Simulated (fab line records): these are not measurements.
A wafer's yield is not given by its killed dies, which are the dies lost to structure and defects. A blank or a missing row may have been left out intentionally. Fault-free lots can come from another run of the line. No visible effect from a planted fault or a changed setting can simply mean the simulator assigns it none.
A lot that was struck, set against a sound lot / flow nand harc / 15 out of 1302 route steps
Sound: the wafers L933.2, L933.4, L933.6. The struck wafers were L939.2, L939.3, L939.5. The cause is given at the end.
Order at every step that has rows: each side's tool, ch and its chambers, its first start. Under that, the readings that differ: sound wafers / struck wafers / difference of the means / sigmas: that difference in standard deviations of wafers without a fault.
alike: readings with means less than 2 such deviations apart, plus words and numbers identical on both sides. not compared: withheld readings, readings lacking a value on some wafer, bounds such as >300 that could conceal the same value, and numbers that have no deviation in the record and whose values overlap.
Wherever a step has rows on one side only, a row that says differs or no value, or a row with sigmas, the two part there. Numbers that have no deviation but don't overlap get no sigmas and don't part them. Lack of a reading on every wafer of one side parts them only where that side has two or more wafers.

first, 7 steps without rows for these wafers: NHARC_P_M1_COAT_34 (time 65 s); NHARC_P_M1_COAT_03 (resist thk 90 nm); NHARC_P_M1_SOFTBAKE_04 (time 55 s); NHARC_P_M1_EBR_05; NHARC_P_M1_EXPOSE_06 (exposes mask P M1, target cd 130 nm); NHARC_P_M1_PEB_07 (peb time 65 s); NHARC_P_M1_DEVELOP_08 (develop time 35 s).
NHARC_P_M1_CD_MEAS_09: target cd 130 nm.
  sound on cd sem-03 ch 0, day 10 04:01; struck on cd sem-01 ch 0, day 12 09:24
  alike: cd nm
NHARC_P_M1_OVL_MEAS_10: pitch 260 nm.
  sound on overlay-01 at day 10 04:05; struck on overlay-01 at day 12 09:29
  alike: overlay x nm, overlay y nm
NHARC_P_M1_INSPECT_11:
  sound on defect inspect-02 at day 10 04:08; struck on defect inspect-02 at day 12 09:31
  alike: raw defect count
NHARC_P_M1_DESCUM_14: chemistry O2, time 3 s.
  sound on rie diel-09 ch 0,2,3, day 10 04:13; struck on rie diel-04 ch 0,1,2, day 12 09:35
  alike: drypump motor current A, oes product au, rf vpp V, showerhead plenum p Torr, throttle valve pct
  not compared: rf hours counter h
NHARC_P_M1_ETCH_35: etches the open film in N2/H2, target depth 40 nm, overetch 12 nm, time 43.94 s.
  sound on rie diel-09 ch 0,1,3, day 10 04:17; struck on rie diel-04 ch 0,1,3, day 12 09:43
  alike: bias w, chamber pressure mTorr, drypump motor current A, oes product au, rf vpp V, showerhead plenum p Torr, throttle valve pct
  not compared: rf hours counter h
NHARC_P_M1_ETCH_15: etches the open film in C4F8/Ar, target depth 182.5 nm, time 91.2 s.
  sound on rie diel-09 ch 0,1,2, day 10 04:22; struck on rie diel-04 ch 1,3, day 12 09:47
  no value came back on the struck wafers for bias w (W), chamber pressure mTorr (mTorr), oes product au (a.u.), rf vpp V (V); on the sound wafers bias w (W) reads 299.5 299.5 299.7
  not compared: rf hours counter h
NHARC_P_M1_CD_MEAS_16:
  sound on cd sem-03 at day 10 04:30; struck on cd sem-02 at day 12 09:55
  alike: cd nm
-- break in the record here, with 18 days between the starts of the struck wafers on either side (left off in module P_M1, picked up again in module END, where the first step shown is number 1302 on the route) --
NHARC_END_SORT_01:
  the record has rows for the struck wafers here (prober-01 ch 0, day 30 05:11) and none for the sound ones

## WHERE THEY PART
At NHARC_P_M1_ETCH_15 first; at NHARC_END_SORT_01 last (within this record only).

WHY: what the simulator had put in
Beginning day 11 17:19, the whole step at NHARC_P_M1_ETCH_15 was skipped on rie diel-04. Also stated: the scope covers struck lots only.
